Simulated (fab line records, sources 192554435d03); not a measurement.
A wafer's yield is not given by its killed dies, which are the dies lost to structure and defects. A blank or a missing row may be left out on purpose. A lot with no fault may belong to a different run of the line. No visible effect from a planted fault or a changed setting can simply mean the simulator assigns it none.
fab line records | flow n5Finfet | part 2 of 2: steps 26 to 34 of 34
record: lots: 5 | wafers: 15 | lastDay: 17
route steps=1938 shown BEOL_M2@904 BEOL_M3@931
lots that met no fault: from a run of the same line without faults
startH: the number of hours between the record's first day and the start of the first shown wafer of the lot | waitH: hours from the lot's prior step to this one | " same as the row above | L1.1+2: a single row standing in for several wafers | - no value, or no start was given | * or withheld: withheld | < > ~ a bound
route shown NAME@n: a module of which the file shows steps, and the number in the route of the first | usual: the fault-free wafers' mean and standard deviation | same: alike in all rows | chamber/n: place in a boat | sites: per-site readings | _std_site: standard deviation of those values | _edge_site: the outer-site mean with the inner-site mean subtracted | radiusMm: how far each site lies from the wafer's centre | mask NAME#n: copy n | behind: tool/chamber where the wafer was last shaped | hold: why the lot was held/for how many hours/how that ended | device: which transistor (n, p or np) failed to switch | end of line: tests of these same wafers at the route's end | a step given without rows: its recipe and nothing more | killed: at the first sort, the dies lost to defects and structure; wafer yield is something else | map: a wafer's dies, marking killed ones x, the rest . and places with no die _
set.NAME: the run value of the setting; set.NAME@STEP: its run value at that earlier step | model.NAME: the simulator's own value behind a step, which no gauge read
certain route steps with their lots: each step a table, each wafer a row
services: the hour from which a tool's chamber was out of use, counted from the record's first day as startH (under 0 if before that day), plus the number of hours and why
== steps ==
step: N5_BEOL_M2_RS_MEAS_58
recipe: thkMeasGauge: four-point-probe | reads: Co_of_BEOL_M2_CO_CAP_55+Cu_of_BEOL_M2_ECD_50+Co_of_BEOL_M2_CVD_47+TaN_of_BEOL_M2_ALD_84
usual: M2_RS: 0.66/0.034
lot.wafer | tool         | chamber | startH | waitH | M2_RS[ohm/sq]
L078.2    | filmMetro-01 | -       | 165.92 | 0.1   | 0.64
L078.3    | "            | -       | "      | "     | 0.61
L078.5    | "            | -       | "      | "     | 0.66
L079.2    | filmMetro-01 | -       | 170.16 | 0.1   | 0.64
L079.3    | "            | -       | "      | "     | 0.64
L079.5    | "            | -       | "      | "     | 0.61
L089.3    | filmMetro-01 | -       | 233.54 | 0.1   | 0.62
L089.4    | "            | -       | "      | "     | 0.59
L089.6    | "            | -       | "      | "     | 0.64
L094.2    | filmMetro-01 | -       | 265.17 | 0.1   | 0.65
L094.3    | "            | -       | "      | "     | 0.65
L094.4    | "            | -       | "      | "     | 0.72
L097.1    | filmMetro-02 | -       | 280.79 | 0.1   | 0.61
L097.2    | "            | -       | "      | "     | 0.61
L097.4    | "            | -       | "      | "     | 0.67
step: N5_BEOL_M2_INSPECT_59
recipe: inspectInstrument: darkfield | mode: postDep
usual: rawDefectCount: 77/25
lot.wafer | tool             | chamber | startH | waitH | rawDefectCount
L078.2    | defectInspect-02 | -       | 165.95 | 0.0   | 90
L078.3    | "                | -       | "      | "     | 88
L078.5    | "                | -       | "      | "     | 130
L079.2    | defectInspect-01 | -       | 170.19 | 0.0   | 55
L079.3    | "                | -       | "      | "     | 86
L079.5    | "                | -       | "      | "     | 104
L089.3    | defectInspect-02 | -       | 233.57 | 0.0   | 68
L089.4    | "                | -       | "      | "     | 86
L089.6    | "                | -       | "      | "     | 57
L094.2    | defectInspect-01 | -       | 265.19 | 0.0   | 95
L094.3    | "                | -       | "      | "     | 64
L094.4    | "                | -       | "      | "     | 87
L097.1    | defectInspect-01 | -       | 280.82 | 0.0   | 81
L097.2    | "                | -       | "      | "     | 53
L097.4    | "                | -       | "      | "     | 54
step: N5_BEOL_M3_ILD_DEP_00
recipe: material: SiOC | targetThkA: 790 | tempC: 350 | precursor: DEMS/O2 | pressureTorr: 5 | rfW: 500 | timeS: 15.3
usual: heaterPowerW: 472/56 | showerheadPlenumPTorr: 5.690/0.014 | throttleValvePct: 12.1/0.71
same: timeS: 15.3
lot.wafer | tool     | chamber | startH | waitH | heaterPowerW | showerheadPlenumPTorr | throttleValvePct
L078.2    | pecvd-04 | 1       | 165.99 | 0.0   | 532          | 5.667                 | 11.9
L078.3    | "        | 0       | "      | "     | 477          | 5.693                 | 11.2
L078.5    | "        | 1       | "      | "     | 520          | 5.668                 | 11.8
L079.2    | pecvd-03 | 0       | 170.23 | 0.0   | 498          | 5.678                 | 12.4
L079.3    | "        | 0       | "      | "     | 521          | 5.703                 | 12.5
L079.5    | "        | 0       | "      | "     | 521          | 5.688                 | 12.2
L089.3    | pecvd-03 | 1       | 233.61 | 0.0   | 546          | 5.691                 | 11.9
L089.4    | "        | 2       | "      | "     | 486          | 5.697                 | 11.2
L089.6    | "        | 1       | "      | "     | 524          | 5.699                 | 11.8
L094.2    | pecvd-04 | 0       | 265.23 | 0.0   | 493          | 5.696                 | 11.3
L094.3    | "        | 1       | "      | "     | 532          | 5.685                 | 11.6
L094.4    | "        | 1       | "      | "     | 563          | 5.674                 | 11.7
L097.1    | pecvd-01 | 0       | 280.85 | 0.0   | 447          | 5.673                 | 11.8
L097.2    | "        | 2       | "      | "     | 407          | 5.699                 | 11.5
L097.4    | "        | 2       | "      | "     | 414          | 5.698                 | 11.7
step: N5_BEOL_M3_THK_MEAS_01
recipe: reads: SiOC_of_BEOL_M3_ILD_DEP_00
usual: M3_ILD_THK: 78.9/0.99
lot.wafer | tool         | chamber | startH | waitH | M3_ILD_THK[nm]
L078.2    | filmMetro-01 | -       | 166.05 | 0.1   | 78.4
L078.3    | "            | -       | "      | "     | 78.6
L078.5    | "            | -       | "      | "     | 78.0
L079.2    | filmMetro-01 | -       | 170.31 | 0.1   | 76.7
L079.3    | "            | -       | "      | "     | 79.0
L079.5    | "            | -       | "      | "     | 80.2
L089.3    | filmMetro-01 | -       | 233.67 | 0.1   | 77.0
L089.4    | "            | -       | "      | "     | 79.0
L089.6    | "            | -       | "      | "     | 79.3
L094.2    | filmMetro-02 | -       | 265.30 | 0.1   | 78.0
L094.3    | "            | -       | "      | "     | 78.3
L094.4    | "            | -       | "      | "     | 78.9
L097.1    | filmMetro-02 | -       | 280.92 | 0.0   | 79.2
L097.2    | "            | -       | "      | "     | 78.0
L097.4    | "            | -       | "      | "     | 80.0
step: N5_BEOL_M3_PECVD_72
recipe: material: SiO2 | targetThkA: 160 | tempC: 400 | precursor: TEOS/O2 | pressureTorr: 5.5 | rfW: 450 | teosFlowSccm: 53.8 | gas: O2 | flowSccm: 3000 | timeS: 18
usual: heaterPowerW: 676/78 | showerheadPlenumPTorr: 8.75/0.058 | throttleValvePct: 22.6/1.4
same: timeS: 18
lot.wafer | tool     | chamber | startH | waitH | heaterPowerW | showerheadPlenumPTorr | throttleValvePct
L078.2    | pecvd-01 | 0       | 166.09 | 0.0   | 633          | 8.67                  | 21.5
L078.3    | "        | 1       | "      | "     | 580          | 8.77                  | 25.2
L078.5    | "        | 1       | "      | "     | 568          | 8.81                  | 25.1
L079.2    | pecvd-04 | 0       | 170.35 | 0.0   | 782          | 8.77                  | 21.1
L079.3    | "        | 2       | "      | "     | 719          | 8.81                  | 22.8
L079.5    | "        | 1       | "      | "     | 726          | 8.69                  | 21.8
L089.3    | pecvd-04 | 0       | 233.72 | 0.0   | 782          | 8.77                  | 21.0
L089.4    | "        | 2       | "      | "     | 816          | 8.77                  | 23.3
L089.6    | "        | 1       | "      | "     | 682          | 8.67                  | 21.9
L094.2    | pecvd-01 | 2       | 265.34 | 0.0   | 550          | 8.77                  | 22.0
L094.3    | "        | 1       | "      | "     | 594          | 8.78                  | 25.5
L094.4    | "        | 1       | "      | "     | 590          | 8.79                  | 25.1
L097.1    | pecvd-04 | 0       | 280.96 | 0.0   | 750          | 8.78                  | 20.9
L097.2    | "        | 1       | "      | "     | 789          | 8.69                  | 22.1
L097.4    | "        | 0       | "      | "     | 729          | 8.77                  | 21.1
step: N5_BEOL_M3_HM_DEP_02
recipe: material: TiN | targetThkA: 200 | tempC: 25 | chamberPressurePa: 0.49996
usual: throttleValvePct: 30.2/1.1
lot.wafer | tool          | chamber | startH | waitH | throttleValvePct
L078.2    | pvdSputter-02 | -       | 166.16 | 0.0   | 29.9
L078.3    | "             | -       | "      | "     | 32.3
L078.5    | "             | -       | "      | "     | 32.3
L079.2    | pvdSputter-01 | -       | 173.84 | 3.5   | 29.4
L079.3    | "             | -       | "      | "     | 31.1
L079.5    | "             | -       | "      | "     | 29.8
L089.3    | pvdSputter-02 | -       | 234.43 | 0.7   | 29.9
L089.4    | "             | -       | "      | "     | 31.0
L089.6    | "             | -       | "      | "     | 31.4
L094.2    | pvdSputter-03 | -       | 265.52 | 0.2   | 29.5
L094.3    | "             | -       | "      | "     | 26.8
L094.4    | "             | -       | "      | "     | 28.1
L097.1    | pvdSputter-01 | -       | 282.67 | 1.7   | 31.2
L097.2    | "             | -       | "      | "     | 29.4
L097.4    | "             | -       | "      | "     | 30.2
step: N5_BEOL_M3_COAT_61
recipe: resist: SOC | tempC: 250 | timeS: 60 | spinRpm: 1500 | resistThkNm: 60
usual: dispensePressureKPa: 49.1/1.7 | resistLineTempC: 22.99/0.098
same: timeS: 60
lot.wafer | tool          | chamber | startH | waitH | dispensePressureKPa | resistLineTempC
L078.2    | lithoTrack-03 | 0       | 166.28 | 0.1   | 49.7                | 22.83
L078.3    | "             | 0       | "      | "     | 49.6                | 22.79
L078.5    | "             | 0       | "      | "     | 49.6                | 22.90
L079.2    | lithoTrack-04 | 0       | 173.96 | 0.1   | 46.9                | 23.08
L079.3    | "             | 0       | "      | "     | 46.8                | 23.01
L079.5    | "             | 0       | "      | "     | 46.8                | 23.09
L089.3    | lithoTrack-03 | 0       | 234.56 | 0.1   | 49.6                | 23.05
L089.4    | "             | 0       | "      | "     | 49.6                | 23.08
L089.6    | "             | 0       | "      | "     | 49.6                | 23.10
L094.2    | lithoTrack-04 | 0       | 265.65 | 0.1   | 46.9                | 22.91
L094.3    | "             | 0       | "      | "     | 46.9                | 22.87
L094.4    | "             | 0       | "      | "     | 46.9                | 22.97
L097.1    | lithoTrack-01 | 0       | 282.80 | 0.1   | 51.0                | 22.95
L097.2    | "             | 0       | "      | "     | 51.0                | 22.93
L097.4    | "             | 0       | "      | "     | 51.0                | 23.05
step: N5_BEOL_M3_COAT_62
recipe: resist: SiARC | tempC: 220 | timeS: 60 | spinRpm: 1500 | resistThkNm: 12
usual: dispensePressureKPa: 49.2/1.7 | resistLineTempC: 23.03/0.11
same: timeS: 60
lot.wafer | tool          | chamber | startH | waitH | dispensePressureKPa | resistLineTempC
L078.2    | lithoTrack-03 | 0       | -      | -     | 49.7                | 23.05
L078.3    | "             | 0       | "      | "     | 49.7                | 22.99
L078.5    | "             | 0       | "      | "     | 49.7                | 23.04
L079.2    | lithoTrack-04 | 0       | -      | -     | 46.9                | 23.27
L079.3    | "             | 0       | "      | "     | 46.9                | 23.09
L079.5    | "             | 0       | "      | "     | 46.9                | 23.18
L089.3    | lithoTrack-03 | 0       | -      | -     | 49.7                | 23.19
L089.4    | "             | 0       | "      | "     | 49.7                | 23.04
L089.6    | "             | 0       | "      | "     | 49.7                | 23.07
L094.2    | lithoTrack-04 | 0       | -      | -     | 47.0                | 23.18
L094.3    | "             | 0       | "      | "     | 47.0                | 23.09
L094.4    | "             | 0       | "      | "     | 47.0                | 23.16
L097.1    | lithoTrack-01 | 0       | -      | -     | 51.0                | 23.05
L097.2    | "             | 0       | "      | "     | 51.1                | 23.03
L097.4    | "             | 0       | "      | "     | 51.0                | 23.03
step: N5_BEOL_M3_COAT_73
recipe: resist: underlayer | tempC: 205 | timeS: 60 | spinRpm: 1500 | resistThkNm: 5
usual: dispensePressureKPa: 49.1/1.7 | resistLineTempC: 23.01/0.092
same: timeS: 60
lot.wafer | tool          | chamber | startH | waitH | dispensePressureKPa | resistLineTempC
L078.2    | lithoTrack-03 | 0       | -      | -     | 49.7                | 23.07
L078.3    | "             | 0       | "      | "     | 49.7                | 22.96
L078.5    | "             | 0       | "      | "     | 49.7                | 22.92
L079.2    | lithoTrack-04 | 0       | -      | -     | 46.9                | 23.08
L079.3    | "             | 0       | "      | "     | 46.9                | 23.13
L079.5    | "             | 0       | "      | "     | 46.8                | 22.99
L089.3    | lithoTrack-03 | 0       | -      | -     | 49.7                | 23.14
L089.4    | "             | 0       | "      | "     | 49.6                | 22.97
L089.6    | "             | 0       | "      | "     | 49.7                | 22.92
L094.2    | lithoTrack-04 | 0       | -      | -     | 46.8                | 23.15
L094.3    | "             | 0       | "      | "     | 46.8                | 23.07
L094.4    | "             | 0       | "      | "     | 46.8                | 23.02
L097.1    | lithoTrack-01 | 0       | -      | -     | 51.0                | 23.12
L097.2    | "             | 0       | "      | "     | 51.0                | 23.16
L097.4    | "             | 0       | "      | "     | 51.0                | 22.90
== services ==
tool          | chamber | startH | hours | kind
cvdCo-01      | -       | 140.72 | 2.8   | pm
cmp-03        | -       | 141.57 | 4.0   | pm
ecdCu-01      | -       | 154.04 | 1.5   | repair
pecvd-01      | 0       | 159.51 | 5.5   | scheduledDown
pecvd-03      | 2       | 164.70 | 9.1   | repair
pecvd-02      | 2       | 180.90 | 5.4   | repair
pecvd-01      | 1       | 191.84 | 2.1   | scheduledDown
pecvd-04      | -       | 194.21 | 4.3   | pm
cmp-04        | -       | 197.84 | 4.0   | pm
pecvd-01      | 2       | 202.38 | -     | clean
pecvd-01      | 2       | 202.38 | -     | consumableReplace:showerhead
pecvd-01      | 2       | 202.38 | 29.0  | scheduledDown
pecvd-04      | -       | 209.32 | 14.6  | pm
cmp-03        | -       | 216.65 | 5.4   | pm
cvdCo-01      | -       | 219.31 | 1.4   | repair
cmp-02        | -       | 219.89 | 1.4   | repair
cvdCo-02      | -       | 237.25 | 0.8   | repair
cmp-04        | -       | 246.96 | 0.4   | repair
lithoTrack-03 | -       | 262.89 | -     | consumableReplace:filter
cmp-02        | -       | 265.81 | 4.9   | pm
pvdSputter-03 | -       | 276.23 | 36.1  | repair
pecvd-02      | -       | 276.64 | 14.9  | repair
cmp-02        | -       | 279.73 | 1.1   | repair
pecvd-04      | 2       | 279.79 | 13.5  | repair
